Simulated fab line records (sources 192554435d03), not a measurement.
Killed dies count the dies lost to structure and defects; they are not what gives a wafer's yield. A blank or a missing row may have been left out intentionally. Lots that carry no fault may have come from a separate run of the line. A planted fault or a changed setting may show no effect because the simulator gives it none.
Chamber matching ; flow n5-finfet ; N5_BEOL_M6_STRIP_36 on rie-diel-03 has 4 sister chambers
The step strips in N2/H2. 4 wafers are shown with their chamber, then 9 later ones without.

== WAFERS PAIRED WITH THEIR CHAMBERS ==
wafer;chamber;drypump-motor-current-A (A)
L083.4;3;6.0
L086.3;2;5.6
L086.4;1;6.1
L086.5;0;5.4

== WAFERS WITHOUT THEIR CHAMBER ==
wafer;drypump-motor-current-A (A)
L089.2;6.2
L089.3;5.5
L089.5;6.0
L090.3;5.6
L090.4;6.0
L090.5;5.5
L094.1;5.5
L094.5;5.5
L094.6;6.0

== EACH ONE'S CHAMBER ==
wafer;from the rows above;in truth
L089.2;can't be placed: 1 or 3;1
L089.3;can't be placed: 0 or 2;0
L089.5;can't be placed: 3 or 1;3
L090.3;2;2
L090.4;can't be placed: 3 or 1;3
L090.5;can't be placed: 0 or 2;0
L094.1;can't be placed: 0 or 2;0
L094.5;can't be placed: 0 or 2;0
L094.6;can't be placed: 3 or 1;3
Correct placement for 1 of the 9. Can't be placed from these rows: 8 (the true chamber is among the candidates in 8). 0 placed wrongly.
How it was worked out, from the rows above alone: a wafer's distance from a chamber is the root of the sum, over the readings, of the square of ((its reading less the chamber's mean) divided by the reading's scatter). The wafer belongs to the nearest chamber; if the next one is less than 2 further off, it can't be placed. The mean given for a chamber averages the wafers shown for that chamber. The scatter: root of mean squared gap, hidden wafer to nearest shown wafer, with one shown wafer a chamber.
